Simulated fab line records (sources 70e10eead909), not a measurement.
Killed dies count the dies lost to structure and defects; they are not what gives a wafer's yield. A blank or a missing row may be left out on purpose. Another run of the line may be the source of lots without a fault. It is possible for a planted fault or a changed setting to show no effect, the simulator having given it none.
fab line records	flow nand-harc
record lots=5	wafers=15	last-day=24
route steps=1159 shown A_CHANNEL_FILL_D1@495
lots untouched by any fault: they come from a run of this same line in which no faults occurred
start-h: hours from the record's opening day to when the first of the lot's shown wafers began	wait-h: hours from the lot's prior step to this one	" repeats the value in the row above	L1.1+2: one row covering several wafers at once	- no value present, or no start provided	* or withheld: withheld	< > ~ a bound
route shown NAME@n: NAME is a module with steps in the file, n the number in the route of the first one	usual: mean and standard deviation over wafers with no fault	same: alike in all rows	chamber/n: place in a boat	sites: readings site by site	_std_site: their standard deviation	_edge_site: inner sites' mean taken away from outer sites' mean	radius-mm: how far each site lies from the wafer's centre	mask NAME#n: copy n	behind: the tool/chamber that last shaped the wafer	hold: why the lot went on hold/how many hours it stayed there/how the hold came to an end	device: the n, p or np transistor that did not switch	end of line: tests of these same wafers at the route's end	for a step that has no rows: nothing shown but its recipe	killed: count of dies lost to structure and defects at first sort (not the wafer's yield)	map: per-die view of a wafer (x killed, . not killed, _ where there is no die)
set.NAME: the setting that was run; set.NAME@STEP: the one run at that earlier step	model.NAME: the simulator's own value behind a step, which no gauge read
lots at selected steps of the route; one table per step, one row per wafer
services: a tool's chamber out of use, with start hour (start-h, from the record's first day; less than 0 if before it), hours out, and reason
## steps
# step NHARC_A_CHANNEL_FILL_D1_ALD_15
# recipe target-thk-a=20	pulse-time-s=60	ald-cycles=19	temp-c=630	pressure-torr=2	material=SiNx
# step NHARC_A_CHANNEL_FILL_D1_ALD_16
# recipe target-thk-a=15	pulse-time-s=10	ald-cycles=15	temp-c=300	material=SiO2
# usual ald-cycles=15/0	heater-power-w=469/39	precursor-pulse-height-rel=1.001/0.02	susceptor-temp-C=299.99/0.19
lot.wafer	tool	chamber	start-h	wait-h	ald-cycles	heater-power-w	precursor-pulse-height-rel	susceptor-temp-C
L509.4	ald-hk-01	3	197.02	0.2	15	545	0.980	-
L509.3	"	0	"	"	15	503	0.993	-
L509.2	"	2	"	"	15	424	0.992	-
L511.3	ald-hk-01	2	210.62	0.1	15	423	0.995	299.85
L511.1	"	3	"	"	15	528	0.993	300.33
L511.6	"	0	"	"	15	516	0.983	300.10
L515.3	ald-hk-04	2	234.68	3.1	15	406	0.980	300.05
L515.1	"	0	"	"	15	439	0.992	299.66
L515.4	"	1	"	"	15	448	1.006	299.95
L516.2	ald-hk-01	2	250.25	0.1	15	460	0.997	300.06
L516.1	"	0	"	"	15	491	1.030	299.92
L516.6	"	2	"	"	15	455	0.989	300.16
L529.2	ald-hk-02	2	316.78	0.2	15	477	0.963	299.96
L529.3	"	3	"	"	15	442	1.009	300.04
L529.1	"	0	"	"	15	498	0.988	299.91
# step NHARC_A_CHANNEL_FILL_D1_ANNEAL_17
# recipe temp-c=850	time-s=1800
# step NHARC_A_CHANNEL_FILL_D1_CVD_18
# recipe target-thk-a=30	temp-c=550	material=poly-Si
# step NHARC_A_CHANNEL_FILL_D1_ETCHBACK_19
# recipe target-depth-a=50	time-s=1.7	hbr-flow-sccm=150	cl2-flow-sccm=50	rf-w=400	icp-w=400	bias-w=100	chemistry=HBr/Cl2
# usual drypump-motor-current-A=6.0/0.31	oes-product-au=1.000/0.017	throttle-valve-pct=26.405/0.0094
lot.wafer	tool	chamber	start-h	wait-h	drypump-motor-current-A	oes-product-au	rf-hours-counter-h	throttle-valve-pct
L509.3	rie-si-02	0	208.94	0.4	6.4	0.998	1.6	26.402
L509.4	"	2	"	"	5.8	0.993	1.7	26.405
L509.2	"	3	"	"	6.2	1.010	1.7	26.414
L511.3	rie-si-04	2	222.28	0.4	5.4	0.986	1.0	26.425
L511.1	"	0	"	"	5.9	0.980	1.1	26.402
L511.6	"	3	"	"	6.1	0.999	-	26.410
L515.1	rie-si-04	3	246.48	0.4	6.1	0.994	1.3	26.419
L515.3	"	1	"	"	6.1	1.001	1.1	26.412
L515.4	"	2	"	"	5.4	0.978	1.3	26.418
L516.1	rie-si-02	3	261.85	0.4	6.2	1.020	0.4	26.410
L516.2	"	0	"	"	6.4	0.988	0.3	26.406
L516.6	"	2	"	"	5.8	0.980	-	26.393
L529.2	rie-si-04	3	331.75	0.4	6.1	1.006	0.4	26.409
L529.3	"	1	"	"	6.1	0.989	0.5	26.402
L529.1	"	2	"	"	5.4	0.990	0.4	26.388
# step NHARC_A_CHANNEL_FILL_D1_ETCHBACK_20
# recipe target-depth-a=270	time-s=13.5	c4f8-flow-sccm=withheld	o2-flow-sccm=8	ar-flow-sccm=withheld	rf-w=600	bias-w=1500	chemistry=C4F8/O2/Ar
# usual oes-product-au=0.97/0.036	rf-vpp-V=981/4.3
lot.wafer	tool	chamber	start-h	wait-h	oes-product-au	rf-hours-counter-h	rf-vpp-V
L509.4	rie-diel-09	0	209.07	-	0.92	4.7	973
L509.2	"	1	"	"	0.92	4.8	980
L509.3	"	3	"	"	0.91	4.0	979
L511.3	rie-diel-13	2	222.41	-	0.92	2.9	983
L511.1	"	3	"	"	0.93	2.8	984
L511.6	"	3	"	"	0.94	-	984
L515.3	rie-diel-13	0	246.61	-	0.93	3.5	986
L515.1	"	2	"	"	0.93	3.5	980
L515.4	"	3	"	"	0.93	3.5	984
L516.2	rie-diel-13	2	261.97	-	1.00	3.8	982
L516.1	"	1	"	"	1.01	2.9	984
L516.6	"	2	"	"	1.00	-	981
L529.2	rie-diel-09	2	331.89	-	1.01	2.4	981
L529.1	"	3	"	"	0.98	1.4	978
L529.3	"	0	"	"	0.99	2.5	973
# step NHARC_A_CHANNEL_FILL_D1_STRIP_28
# recipe time-s=20	o2-flow-sccm=500	ar-flow-sccm=0	bias-w=0	chemistry=O2
# usual drypump-motor-current-A=5.6/0.49	oes-product-au=1.004/0.0099	rf-vpp-V=57.9/0.88	showerhead-plenum-p-Torr=3.60/0.11	throttle-valve-pct=17.037/0.0092
lot.wafer	tool	chamber	start-h	wait-h	drypump-motor-current-A	oes-product-au	rf-hours-counter-h	rf-vpp-V	showerhead-plenum-p-Torr	throttle-valve-pct
L509.2	rie-diel-09	2	209.16	0.1	6.2	1.025	4.6	57.1	3.59	17.036
L509.3	"	3	"	"	5.2	0.989	4.0	59.0	3.49	17.038
L509.4	"	0	"	"	6.2	1.001	4.7	58.3	3.40	17.034
L511.3	rie-diel-13	1	222.50	0.1	5.5	1.000	1.9	56.0	3.68	17.037
L511.1	"	2	"	"	5.6	1.002	2.9	58.5	3.62	17.037
L511.6	"	2	"	"	5.5	0.993	-	57.6	3.62	17.044
L515.4	rie-diel-13	3	246.70	0.1	5.9	1.012	3.5	57.7	3.68	17.033
L515.1	"	0	"	"	4.7	1.009	3.5	57.9	3.74	17.025
L515.3	"	1	"	"	5.5	0.991	2.5	58.3	3.68	17.037
L516.1	rie-diel-13	2	262.14	0.1	5.5	0.998	3.8	59.3	3.62	17.020
L516.2	"	3	"	"	5.9	1.009	3.8	56.9	3.68	17.036
L516.6	"	2	"	"	5.6	0.984	-	58.0	3.62	17.056
L529.1	rie-diel-09	0	331.98	0.1	6.2	0.993	2.5	56.9	3.40	17.034
L529.3	"	2	"	"	6.2	1.021	2.4	58.9	3.59	17.039
L529.2	"	3	"	"	5.2	0.994	1.4	57.5	3.49	17.031
# step NHARC_A_CHANNEL_FILL_D1_PRECLEAN_21
# recipe time-s=30	chemistry=dHF
# step NHARC_A_CHANNEL_FILL_D1_SRD_23
# step NHARC_A_CHANNEL_FILL_D1_CVD_05
# recipe target-thk-a=50	temp-c=550	material=poly-Si
# step NHARC_A_CHANNEL_FILL_D1_ANNEAL_22
# recipe temp-c=620	time-s=7200
# step NHARC_A_CHANNEL_FILL_D1_THK_MEAS_06
# recipe thk-meas-gauge=ellipsometry
# usual thk-nm=5.0/0.91
lot.wafer	tool	chamber	start-h	wait-h	thk-nm
L509.2	film-metro-02	-	222.70	0.4	5.1
L509.3	"	-	"	"	4.4
L509.4	"	-	"	"	4.3
L511.1	film-metro-01	-	234.07	0.4	5.5
L511.3	"	-	"	"	4.8
L511.6	"	-	"	"	6.0
L515.1	film-metro-02	-	258.14	0.4	4.7
L515.3	"	-	"	"	5.5
L515.4	"	-	"	"	4.8
L516.1	film-metro-01	-	273.60	0.4	5.4
L516.2	"	-	"	"	7.1
L516.6	"	-	"	"	3.9
L529.1	film-metro-02	-	343.91	0.4	4.6
L529.2	"	-	"	"	5.4
L529.3	"	-	"	"	4.0
# step NHARC_A_CHANNEL_FILL_D1_ALD_25
# recipe target-thk-a=600	pulse-time-s=10	ald-cycles=600	temp-c=300	material=SiOx
# usual ald-cycles=600/0	heater-power-w=468/39	precursor-pulse-height-rel=1.001/0.018	susceptor-temp-C=300.02/0.2
lot.wafer	tool	chamber	start-h	wait-h	ald-cycles	heater-power-w	precursor-pulse-height-rel	susceptor-temp-C
L509.2	ald-hk-04	1	222.76	0.1	600	433	1.033	300.42
L509.4	"	2	"	"	600	412	1.018	300.10
L509.3	"	0	224.65	1.9	600	424	0.994	299.84
L511.3	ald-hk-04	0	234.84	0.8	600	423	1.003	300.04
L511.1	"	3	236.68	2.6	600	506	1.011	299.94
L511.6	"	0	"	"	600	422	0.990	300.16
L515.4	ald-hk-02	2	258.19	0.0	600	476	0.989	299.81
L515.1	"	0	259.44	1.3	600	506	0.987	299.98
L515.3	"	1	"	"	600	445	1.020	299.89
L516.2	ald-hk-02	1	273.65	0.1	600	453	0.993	299.89
L516.1	"	0	275.50	1.9	600	516	1.004	300.28
L516.6	"	1	"	"	600	458	1.003	299.96
L529.2	ald-hk-04	0	346.09	2.2	578	430	0.997	300.26
L529.1	"	1	"	"	600	440	1.005	299.89
L529.3	"	2	"	"	578	417	0.991	300.16
# step NHARC_A_CHANNEL_FILL_D1_ETCHBACK_08
# recipe target-depth-a=2200	time-s=110	c4f8-flow-sccm=20	ar-flow-sccm=withheld	rf-w=600	bias-w=300	chemistry=C4F8
# usual oes-product-au=0.96/0.035	rf-vpp-V=441.3/2.4
lot.wafer	tool	chamber	start-h	wait-h	oes-product-au	rf-hours-counter-h	rf-vpp-V
L509.4	rie-diel-03	0	-	-	1.01	0	441.2
L509.2	"	1	"	"	1.00	0	442.7
L509.3	"	2	"	"	1.01	1	437.3
L511.3	rie-diel-09	2	-	-	0.93	6	442.2
L511.1	"	0	"	"	0.92	6	439.6
L511.6	"	3	"	"	0.92	-	438.7
L515.1	rie-diel-03	3	-	-	0.98	6	436.2
L515.3	"	0	"	"	1.01	5	439.4
L515.4	"	2	"	"	0.99	7	436.3
L516.1	rie-diel-09	0	-	-	0.99	0	437.9
L516.2	"	1	"	"	1.00	0	441.4
L516.6	"	3	"	"	1.01	-	439.7
L529.3	rie-diel-09	1	-	-	0.94	4	442.2
L529.2	"	3	"	"	0.92	2	441.0
L529.1	"	0	"	"	0.94	4	437.8
## services
tool	chamber	start-h	hours	kind
rie-diel-03	0	177.10	7.7	repair
rie-diel-13	1	178.72	22.5	repair
ald-hk-04	-	189.24	10.0	pm
rie-diel-13	-	210.84	0.8	repair
rie-si-02	-	211.00	9.0	pm
rie-si-04	1	212.61	6.5	repair
rie-diel-03	-	215.33	9.0	pm
ald-hk-01	-	228.00	10.0	pm
rie-diel-03	0	231.57	7.3	repair
rie-diel-09	1	233.48	4.4	repair
rie-diel-03	1	243.99	2.7	repair
rie-si-04	0	250.09	7.0	repair
rie-diel-09	-	254.10	9.0	pm
rie-diel-13	2	267.08	10.3	repair
rie-diel-09	-	270.00	0.7	repair
rie-si-04	1	274.15	5.6	repair
rie-diel-13	-	276.00	9.0	pm
rie-si-04	-	276.00	9.0	pm
ald-hk-02	-	281.53	10.0	pm
rie-diel-09	3	282.14	6.2	repair
rie-diel-09	1	288.61	1.6	repair
rie-diel-09	3	292.23	7.0	repair
rie-diel-13	1	317.35	5.6	repair
ald-hk-01	-	329.71	0.3	repair
## key
first-sign step=NHARC_A_CHANNEL_FILL_D1_ALD_25	reading=ald-cycles	direction=down	sigmas=99+	usual=600	struck=578
effect none on later readings
met-at NHARC_A_CHANNEL_FILL_D1_ALD_25
struck-wafers L529.2,L529.3
tester-left-out L529
onset-between 234.84 346.09
fault kind=process-parameter-drift	tool=ald-hk-04	chamber=-	onset-h=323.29	steps=NHARC_A_CHANNEL_FILL_D1_ALD_25	channel=ald-cycles	offset=-22	shape=step	end-h=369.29	scope=struck-wafers-only	acts-in=these-recipes-only	stated=600
# tester-left-out: of these lots the tester's yield and bins aren't shown, on N5 and GAA mostly nor the transistor test; their killed dies are dies lost to structure and defects alone, not to doping, threshold or leakage, so they don't give the yield
